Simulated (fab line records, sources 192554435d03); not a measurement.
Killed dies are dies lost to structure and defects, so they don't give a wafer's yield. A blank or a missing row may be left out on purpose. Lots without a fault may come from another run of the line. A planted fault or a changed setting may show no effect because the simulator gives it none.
fab line records | flow n5_finfet
record lots=3 wafers=9 last_day=15
route steps=1938 shown SDB@353 DUMMY_REMOVAL@377 HKMG_FIN@385 PASSIVATION@1936
lots that met no fault: from a run of the same line without faults
start_h: hours from the record's first day to the start of the lot's first wafer shown | wait_h: hours since the lot's step before | " the same as in the row above | L1.1+2: a row that stands for several wafers | - no value, or no start given | * or withheld: withheld | < > ~ a bound
route shown NAME@n: a module of which the file shows steps, and the number in the route of the first | usual: mean/standard deviation of fault-free wafers | same: alike in all rows | chamber/n: place in a boat | sites: the reading at each site | _std_site: their standard deviation | _edge_site: outer sites' mean less inner sites' | radius_mm: how far each site lies from the wafer's centre | mask NAME#n: copy n | behind: the tool/chamber that last shaped the wafer | hold: why the lot was held/for how many hours/how that ended | device: the transistor (n, p or np) that didn't switch | end of line: the same wafers' tests at the end of the route | a step without rows: its recipe alone | killed: dies lost to structure and defects at the first sort, not the wafer's yield | map: a wafer's dies, x killed, . not, _ none there
set.NAME: the setting as run; set.NAME@STEP: as run at that earlier step | model.NAME: the simulator's own value behind a step, which no gauge read
lots at some steps of the route; a table a step, a row a wafer
## steps
# step N5_SDB_EXPOSE_08
# recipe mask_id=SDB na=1.35 source_shape=conventional sigma_outer=0.5 polarization=unpolarized dose_mj=49.6
# step N5_SDB_PEB_09
# recipe peb_temp_c=withheld peb_time_s=60 resist=CAR-ArF
# step N5_SDB_DEVELOP_10
# recipe develop_time_s=30 developer=TMAH resist=CAR-ArF rinse_liquid=diw dry=air_spin dev_temp_c=23
# step N5_SDB_DESCUM_16
# recipe chemistry=O2 time_s=7.9 source_power_w=50 bias_power_w=20 pressure_mtorr=20 rf_frequency_hz=2.712e+07 temp_c=40 resist=CAR-ArF o2_flow_sccm=225
# step N5_SDB_ETCH_17
# recipe chemistry=CF4 target=SiARC target_depth_a=234 mask_material=CAR-ArF time_s=39 ion_energy_ev=80 pressure_mtorr=40 source_w=545 bias_w=36 Ar_flow_sccm=100 cf4_flow_sccm=100 ends=cleared
# step N5_SDB_ETCH_18
# recipe chemistry=N2/H2 target=SOC target_depth_a=1000 overetch_a=200 mask_material=SiARC temp_c=40 time_s=150 ion_energy_ev=200 pressure_mtorr=30 source_w=840 bias_w=150 n2_flow_sccm=200 h2_flow_sccm=200
# step N5_SDB_STRIP_19
# recipe chemistry=N2/H2 temp_c=40 n2_flow_sccm=200 h2_flow_sccm=200 rf_frequency_hz=6e+07
# step N5_SDB_STRIP_21
# recipe chemistry=CF4 resist=SiARC power_w=300 bias_power_w=75 pressure_mtorr=50 cf4_flow_sccm=150 rf_frequency_hz=6e+07
# step N5_SDB_HM_OPEN_20
# recipe chemistry=CH3F/O2 target=SiNx mask_material=SOC target_depth_a=240 stop_on=poly-Si over_etch_frac=0.4 ion_energy_ev=120 pressure_mtorr=30 source_w=395 bias_w=73 Ar_flow_sccm=150 CH3F_flow_sccm=30 O2_flow_sccm=20
# step N5_SDB_STRIP_22
# recipe chemistry=N2/H2 power_w=1000 temp_c=250 h2_frac=0.65 overash_fraction=0.3 pressure_mtorr=withheld n2_flow_sccm=1750 h2_flow_sccm=3250
# usual drypump_motor_current_A=6.03/0.25 heater_power_w=362/25 oes_product_au=0.714/0.0042 strip_time_to_endpoint_s=96.3/0.31 temp_c=250.04/0.19
# columns lot.wafer tool chamber start_h wait_h drypump_motor_current_A heater_power_w oes_product_au rf_hours_counter_h strip_time_to_endpoint_s temp_c
L969.1 plasma_asher-02 1 85.88 0.1 6.11 319 0.717 90 96.4 250.02
L969.3 " 1 " " 6.12 318 0.723 - 96.5 250.17
L969.4 " 0 " " 6.38 378 0.713 - 96.7 250.11
L970.1 plasma_asher-01 1 94.82 0.1 5.91 375 0.711 36 96.6 250.26
L970.2 " 0 " " 5.75 369 0.711 36 96.1 249.88
L970.5 " 1 " " 5.95 376 0.706 - 96.5 249.98
L976.1 plasma_asher-02 0 129.36 0.1 6.40 380 0.708 99 96.6 249.65
L976.4 " 0 " " 6.39 367 0.724 - 96.1 249.95
L976.6 " 0 " " 6.38 373 0.711 - 96.4 249.94
# step N5_SDB_PRECLEAN_23
# recipe chemistry=dHF time_s=30 temp_c=25 dilution=withheld
# step N5_SDB_DUMMY_REMOVE_24
# recipe chemistry=TMAH temp_c=70 target=poly-Si stop_on=SiO2 target_depth_nm=142 conc_wt_pct=5 time_s=57 dry=ipa_marangoni rinse_time_s=30 rinse_temp_c=23
# step N5_SDB_ETCH_25
# recipe chemistry=C4F6/O2 target=SiO2 target_depth_a=100 time_s=3.3 ion_energy_ev=250 mask_material=SiNx pressure_mtorr=30 source_w=345 bias_w=185 Ar_flow_sccm=300 C4F6_flow_sccm=10 O2_flow_sccm=10
# step N5_SDB_CUT_ETCH_26
# recipe chemistry=HBr/Cl2/O2 target=Si target_depth_a=1296 bt_time_s=20 mask_material=SiNx time_s=51.8 ion_energy_ev=* bias_w=* pressure_mtorr=10 icp_w=800 HBr_flow_sccm=150 Cl2_flow_sccm=80 O2_flow_sccm=12
# step N5_SDB_PRECLEAN_38
# recipe chemistry=dHF time_s=10 dilution=750:1 temp_c=25
# step N5_SDB_PRECLEAN_39
# recipe chemistry=O3/DIW time_s=45 temp_c=22 o3_ppm=10
# step N5_SDB_SRD_28
# recipe dry=ipa_marangoni time_s=30 temp_c=23 rinse_liquid=diw
# step N5_SDB_ALD_29
# recipe material=SiNx target_thk_a=300 temp_c=400 ald_precursor_family=SiH2I2 ald_co_reactant=N2/H2-plasma pulse_time_s=1 ald_cycles=600 purge_time_s=2 co_reactant_purge_time_s=2 pressure_torr=2
# step N5_SDB_CMP_30
# recipe stop_on=poly-Si t_overpolish_s=1.54 post_cmp_clean=alkaline_brush down_force_psi=4.1491 platen_rpm=51.796 pad_velocity_m_s=1.0306 target_thk_nm=30
# step N5_DUMMY_REMOVAL_HM_STRIP_01
# recipe chemistry=CH3F/O2 material=SiNx target_depth_a=40 stop_on=poly-Si time_s=6.8 over_etch_frac=0.3 ion_energy_ev=60 power_w=410 bias_w=29 Ar_flow_sccm=150 CH3F_flow_sccm=30 O2_flow_sccm=20
# step N5_DUMMY_REMOVAL_STRIP_10
# recipe chemistry=N2/H2 time_s=40 power_w=100 temp_c=40 pressure_mtorr=100 rf_frequency_hz=6e+07 bias_power_w=3 n2_flow_sccm=300 h2_flow_sccm=300
# step N5_DUMMY_REMOVAL_PRECLEAN_07
# recipe chemistry=dHF time_s=30 temp_c=25 dilution=withheld
# step N5_DUMMY_REMOVAL_DUMMY_REMOVE_02
# recipe chemistry=TMAH temp_c=70 target=poly-Si stop_on=SiO2 target_depth_nm=142 conc_wt_pct=5 time_s=57 dry=ipa_marangoni rinse_time_s=30 rinse_temp_c=23
# step N5_DUMMY_REMOVAL_PRECLEAN_08
# recipe chemistry=NF3:NH3 afs_cycles=2 temp_c=30 time_s=20 sublimation_temp_c=180 sublimation_time_s=60 pressure_torr=3 rf_power_w=30
# step N5_DUMMY_REMOVAL_PRECLEAN_04
# recipe chemistry=DHF time_s=37 temp_c=25 dilution=500:1
# step N5_DUMMY_REMOVAL_SRD_05
# recipe dry=ipa_marangoni do_ppb=5 time_s=30 temp_c=23 rinse_liquid=diw
# step N5_HKMG_FIN_IL_REGROW_00
# recipe material=SiO2 target_thk_a=7.5 chemistry=O3 temp_c=withheld time_s=30
# step N5_HKMG_FIN_HK_ALD_01
# recipe material=HfO2 target_thk_a=16 temp_c=withheld ald_precursor_family=HfCl4 ald_co_reactant=H2O pulse_time_s=3 purge_time_s=3 co_reactant_purge_time_s=2.5 co_reactant_pulse_time_s=0.3 ald_cycles=30
# step N5_HKMG_FIN_HK_ANNEAL_02
# recipe temp_c=700 time_s=30 ambient=N2 idle_temp_c=600 ramp_up_c_per_s=150 ramp_down_c_per_s=60 cool_to_c=600
# step N5_HKMG_FIN_ALD_74
# recipe material=La2O3 target_thk_a=5 temp_c=250 ald_precursor_family=La-Cp ald_co_reactant=O3 pulse_time_s=6 co_reactant_pulse_time_s=1 purge_time_s=3 co_reactant_purge_time_s=3
# step N5_HKMG_FIN_ALD_75
# recipe material=Al2O3 target_thk_a=10 temp_c=150 ald_precursor_family=TMA ald_co_reactant=H2O pulse_time_s=withheld co_reactant_pulse_time_s=1
# step N5_HKMG_FIN_COAT_41
# recipe resist=SOC temp_c=250 time_s=60 spin_rpm=1500 resist_thk_nm=300
# step N5_HKMG_FIN_COAT_42
# recipe resist=SiARC temp_c=220 time_s=60 spin_rpm=1500 resist_thk_nm=35
# step N5_HKMG_FIN_COAT_43
# recipe resist=CAR-ArF spin_rpm=1500 resist_thk_nm=90
# step N5_HKMG_FIN_EBR_45
# recipe solvent=PGMEA ebr_width_mm=1.5
# step N5_HKMG_FIN_SOFTBAKE_44
# recipe temp_c=110 time_s=60 resist=CAR-ArF
# step N5_PASSIVATION_PROBE_49
# usual defect_limited_yield=91.1/1.5 killed_at_M0_to_M3=33/9.9 killed_at_M4_up=14/5.2 killed_at_contacts=12/6.7 killed_at_front_end=43/13 killed_at_other=3.4/2.7 killed_dies=105/17 killed_open=69/13 killed_short=33/7.5 sort_bin_5_function=5.2/0.91 sort_bin_6_memory=3.3/0.71 sort_n_pass=1075/17 sort_yield_pct=91.1/1.5
# same gross_dies=1180 killed_at_back_side=0 sort_bin_4_leakage[%]=0 sort_bin_8_speed[%]=0
# columns lot.wafer tool chamber start_h wait_h defect_limited_yield[%] killed_at_M0_to_M3 killed_at_M4_up killed_at_contacts killed_at_front_end killed_at_other killed_dies killed_open killed_short sort_bin_5_function[%] sort_bin_6_memory[%] sort_n_pass sort_yield_pct[%]
L976.1 prober-01 - 356.39 0.0 82.2 26 10 15 157 2 210 52 23 10.4 4.2 970 82.2
L976.4 prober-01 - 356.54 0.2 80.5 48 4 19 156 3 230 77 36 12.3 4.2 950 80.5
L976.6 prober-01 - 356.64 0.3 82.1 16 13 25 156 1 211 47 36 11.4 4.0 969 82.1
# killed by level:class
L976.1 SDB:unspecified=133 MOL_CONTACT_COAG:geometric_particle:open=12 BEOL_M3:geometric_particle:open=8 STI_FIN_REVEAL:geometric_particle:open=6 DUMMY_GATE:geometric_particle:open=5 FIN_SAQP:geometric_particle:short=4 BEOL_M0_SAQP:geometric_particle:short=4 MOL_CONTACT_COAG:geometric_particle:short=3
L976.4 SDB:unspecified=115 BEOL_M1:geometric_particle:open=15 MOL_CONTACT_COAG:geometric_particle:open=14 BEOL_M2:geometric_particle:open=14 FIN_SAQP:geometric_particle:open=10 FIN_SAQP:geometric_particle:short=9 STI_FIN_REVEAL:geometric_particle:open=7 BEOL_M3:geometric_particle:open=6
L976.6 SDB:unspecified=127 MOL_CONTACT_COAG:geometric_particle:open=16 GATE_CUT:geometric_particle:short=9 MOL_CONTACT_COAG:geometric_particle:short=9 FIN_SAQP:geometric_particle:short=7 FIN_SAQP:geometric_particle:open=4 BEOL_M1:geometric_particle:open=4 STI_FIN_REVEAL:geometric_particle:open=3
# map L976.4 (x killed, . not)
_________________....x..x....________________
______________....x............._____________
___________..x...........x....x.xx.__________
__________x.....x..x....xxx........._________
________...x.....x.............xx....._______
_______...............x...x.x.....x....______
______....x....x..x...x...x...x........._____
_____............................x....x..____
____........x.....x......x........x....x..___
___....x.........x......x...x.........x..x.__
___..x.......x.......x.x..........x.....x..__
__...........................x.............._
__....................x.........x..........._
_............xx...x....x..........x......xx..
_...x..........x.xxxxx..x....x..........x....
_..............xxxxxx.xx..x..x............x..
_..............xxxxxxxxxxx.x............x....
_...........xxxxxxxxxxxxx.....x.......x......
_.x...x......xxxxxxxxxxxxx..x..........xx....
_.........x.xxxxxxxxxxxxxxx..................
_.......x..x.xxxxxxxxxxxxx................x..
__...........xxxxxxxxxxxx.xx....x..........._
__x..........x.xxxxxxxx....x...x.x.........._
___............xx.xxx.xx..x................__
___........x.x..xx..x..x................x..__
____...x..x....xx.x.....x.............x..x___
_____..........x.x.......x.x.........x..x____
______....x.xx........x...............x._____
_______............x..x................______
________....x.....................x..._______
__________.x.....xx...x............._________
___________x.....................x.__________
______________.............x...._____________
_________________.x..........________________
# map L969.1 (x killed, . not)
_________________.....x...x..________________
______________....x............._____________
___________..x........x............__________
__________...x..................x..._________
________...x.....xx..................._______
_______..............xx......x.........______
______..x.....................xx........_____
_____......x..x..xxx..x........x.x.x.....____
____.............x.......x................___
___................x............x..x.......__
___.....................................xx.__
__.....x...x................................_
__.........x...x..x......................x.._
_....x.........x......x............x....x....
_......x..x..x...x.....................x.....
_.x...x...................x..........xx.....x
_......x.....x.x...x.........................
_.x..............................x...x.......
_...........xx..........x....................
_.x................x........x....x.......x...
_..........x...x..x......x...................
__.....x..x.........xx...........x.........._
__.x................x....x.x..........xx.x.._
___x..............x........................__
___.xx.....................................__
____xx.x......x.............x........x....___
_____...........x........................____
______..................x.....x........x_____
_______................................______
________xx.......................x...._______
__________...x......................_________
___________..x..xx....x............__________
______________.x............x..x_____________
_________________.......x....________________
## key
first_sign step=N5_PASSIVATION_PROBE_49 reading=killed_at_front_end direction=up sigmas=8.8 usual=43 struck=156
effect step=N5_PASSIVATION_PROBE_49 reading=defect_limited_yield direction=down sigmas=6.5 usual=91.1 struck=81.6
more_kills_born_at N5_SDB_STRIP_22@plasma_asher-02=375
met_at N5_SDB_STRIP_22
struck_wafers L976.1,L976.4,L976.6
onset_between 85.88 129.36
also_fits time
fault kind=chamber_particle_source tool=plasma_asher-02 chamber=0 onset_h=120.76 steps=N5_SDB_STRIP_22 rate_per_visit_cm2=1.0132
